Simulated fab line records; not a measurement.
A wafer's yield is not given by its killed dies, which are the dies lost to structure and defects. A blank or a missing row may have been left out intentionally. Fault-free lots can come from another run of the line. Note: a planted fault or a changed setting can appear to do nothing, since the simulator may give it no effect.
8D (eight disciplines) problem report, filled in by code	flow n5_finfet	the parts of the form that need people (team, actions taken, sign-off) are left out

1. THE ISSUE
Wafers without a fault read 837.8 W, standard deviation 2.6; rf_fwd_power_W at N5_HKMG_FIN_ETCH_32 reads a mean of 1040.2 W on 2 wafers belonging to 2 lots. Relative to the usual mean, that is a shift of +78 standard deviations.
The step: etches SOC in N2/H2, target depth 240 nm, time 300 s.
First observed at day 6 07:17: wafer L761.5, on rie_diel-01. The record has a number at this step for 18 wafers belonging to 6 lots. By rule, "out" or "out of limits" means more than 4 standard deviations away from the usual mean. The other wafers with a number count as sound.

2. WHAT IT IS AND WHAT IT IS NOT
question	is	is not
which readings at this step	rf_fwd_power_W, rf_vpp_V	drypump_motor_current_A, oes_product_au, showerhead_plenum_p_Torr, throttle_valve_pct
which lots	L761, L762	L756, L758, L771, L773
which wafers of those lots	L761.5, L762.6	L761.1, L761.3, L762.4, L762.5
read on which tools	rie_diel-01	rie_diel-05, rie_diel-06
when	from day 6 07:17	up to then (8 sound wafers); but 8 sound wafers of L762, L771, L773 came after

3. THE SUSPECTS, EACH WITH WHAT RULES IT OUT
Counting: a tool at a process step up to the reading stays a suspect if it ran every lot that is out. Sound lots after the first of them don't rule it out here, since some wafers of a struck lot are sound.
- rie_diel-01 at N5_HKMG_FIN_DESCUM_17 (chemistry O2, time 7.9 s): kept. Every lot that is out went through it, the first being L761 (day 6 07:12); the last sound lot it ran before that was L758 (day 5 12:04).
- rie_diel-01 at N5_HKMG_FIN_ETCH_31 (etches SiARC in CF4, target depth 45.5 nm, time 75.8 s): kept. Every lot that is out went through it, the first being L761 (day 6 07:14); the last sound lot it ran before that was L758 (day 5 12:05).
- rie_diel-01 at N5_HKMG_FIN_ETCH_32 (etches SOC in N2/H2, target depth 240 nm, time 300 s): kept. Every lot that is out went through it, the first being L761 (day 6 07:17); the last sound lot it ran before that was L758 (day 5 12:09). On those wafers its own readings are out: rf_fwd_power_W, rf_vpp_V.
- In rie_diel-01 at N5_HKMG_FIN_DESCUM_17, the wafers that are out were processed in chamber 0 and their sound lot-mates in chambers 1, 2, 3.
- In rie_diel-01 at N5_HKMG_FIN_ETCH_31, the wafers that are out were processed in chamber 0 and their sound lot-mates in chambers 1, 2, 3.
- In rie_diel-01 at N5_HKMG_FIN_ETCH_32, the wafers that are out were processed in chamber 0 and their sound lot-mates in chambers 1, 2, 3.
Still standing after the count: rie_diel-01 at N5_HKMG_FIN_DESCUM_17, rie_diel-01 at N5_HKMG_FIN_ETCH_31, rie_diel-01 at N5_HKMG_FIN_ETCH_32.

4. THE CAUSE (what the simulator had put in)
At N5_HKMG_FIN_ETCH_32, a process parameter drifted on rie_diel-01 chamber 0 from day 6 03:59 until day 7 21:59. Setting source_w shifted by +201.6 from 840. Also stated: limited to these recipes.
3 suspects survive the count, and this tool is in that group.

5. THE CHAIN OF EFFECTS, in route order
One row per reading whose mean, taken over the struck wafers that have a number, lies over 3 standard deviations from the usual. Only readings for which the record gives a usual standard deviation are gone through. hours: the time from each lot's start at the first step in this table that gives one to its start at this step, as a median over the lots. sigmas: the change in usual standard deviations.
hours	step	reading	usual	on struck wafers	change	sigmas
0	N5_HKMG_FIN_ETCH_32	rf_fwd_power_W	837.8 W	1040.2	+202.5	+78
0	N5_HKMG_FIN_ETCH_32	rf_vpp_V	524.3 V	487.1	-37.1	-15
The process steps in it:
- N5_HKMG_FIN_ETCH_32: etches SOC in N2/H2, target depth 240 nm, time 300 s.
At these later measuring or inspecting steps, every struck wafer for which the step has a row has a number for every such reading, and none has moved that far: N5_BEOL_M4_RC_MEAS_101.

6. WHAT WOULD HAVE CAUGHT IT SOONER
In this record the first reading out of limits was taken at day 6 07:17, 3 hours after the fault began at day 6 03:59.
